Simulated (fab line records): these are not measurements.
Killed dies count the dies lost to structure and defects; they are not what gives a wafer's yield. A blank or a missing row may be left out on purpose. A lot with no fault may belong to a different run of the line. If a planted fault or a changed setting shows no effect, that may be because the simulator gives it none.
Problem report, 8D (eight disciplines) form, completed by code + flow n5Finfet + the parts of the form that need people (team, actions taken, sign-off) are left out

1. WHAT IS WRONG
REXT_P at N5_BEOL_M4_RC_MEAS_101 reads a mean of 87.7 ohm.um on 2 wafers of 2 lots; wafers without a fault read 100.2 ohm.um with a standard deviation of 1.8. Relative to the usual mean, that is a shift of -6.9 standard deviations.
First observed at day 12 04:33: wafer L834.2, on prober-01. The record has a number at this step for 30 wafers belonging to 11 lots. By rule, "out" or "out of limits" means more than 4 standard deviations away from the usual mean. The rest of the wafers with a number are treated as sound.

2. WHAT THIS IS AND IS NOT
| question                    | is                   | is not                                                             |
|-----------------------------|----------------------|--------------------------------------------------------------------|
| which readings at this step | REXT_P, IOFF_P       | DIBL_N, IOFF_N, ION_N, SS_N, SS_P, VT_N                            |
| which lots                  | L834, L835           | L818, L820, L821, L823, L825, L830, L831, L832, L833               |
| which wafers of those lots  | L834.2, L835.2       | L834.4, L835.6                                                     |
| read on which gauges        | prober-01, prober-02 | -                                                                  |
| when                        | from day 12 04:33    | up to then (27 sound wafers); but 1 sound wafer of L835 came after |

3. WHAT RULES OUT EACH SUSPECT
Counting: if a tool at a process step up to the reading ran every lot that is out, it stays a suspect. Sound lots after the first of them don't rule it out here, since some wafers of a struck lot are sound.
- the gauge at N5_BEOL_M4_RC_MEAS_101 has been ruled out. 2 gauges (prober-01, prober-02) read the wafers that are out.
- aldSin-01 at N5_SD_EPI_N_LINER_46 (material SiNx, target thk 3 nm): kept. It processed each lot that is out (first: L834, day 7 13:12); up to then, its last sound lot is L832 (day 6 21:58).
Left after counting: aldSin-01 at N5_SD_EPI_N_LINER_46.

4. THE CAUSE (what the simulator had put in)
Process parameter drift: aldSin-01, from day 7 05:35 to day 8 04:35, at N5_SD_EPI_N_LINER_46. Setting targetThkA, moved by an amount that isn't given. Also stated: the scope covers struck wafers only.
Counting left only this tool.

5. THE CHAIN OF EFFECTS, in route order
One row per reading whose mean, taken over the struck wafers that have a number, lies over 3 standard deviations from the usual. Scope: only readings with a usual standard deviation given in the record; hours: median across lots of the time from each lot's start at the first step in this table that gives one to its start at this step; sigmas: change in usual standard deviations.
| hours | step                   | reading    | usual        | on struck wafers | change | sigmas |
|-------|------------------------|------------|--------------|------------------|--------|--------|
| 0     | N5_BEOL_M4_RC_MEAS_101 | DIBL_P     | 36.6 mV/V    | 42.8             | +6.2   | +3.3   |
| 0     | N5_BEOL_M4_RC_MEAS_101 | IOFF_P     | 0.21 nA/um   | 0.36             | +0.15  | +4.5   |
| 0     | N5_BEOL_M4_RC_MEAS_101 | IOFF_P_85C | 3.7 nA/um    | 5.7              | +2.0   | +4.2   |
| 0     | N5_BEOL_M4_RC_MEAS_101 | IOFF_P_LIN | 0.100 nA/um  | 0.151            | +0.051 | +4.0   |
| 0     | N5_BEOL_M4_RC_MEAS_101 | REXT_P     | 100.2 ohm.um | 87.7             | -12.5  | -6.9   |

6. HOW IT WOULD HAVE BEEN CAUGHT EARLIER
In this record the first reading out of limits at a measuring or inspecting step was taken at day 12 04:33, 119 hours after the fault began at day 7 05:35.
Of the tool readings at N5_SD_EPI_N_LINER_46 for which the record gives a usual standard deviation, none was out on any struck wafer, so an alarm limit of 4 standard deviations on them would not have fired.
All the lots that are out (2) had begun N5_SD_EPI_N_LINER_46 on aldSin-01 by day 12 04:33. A hold on the tool at that time would have spared none of them.
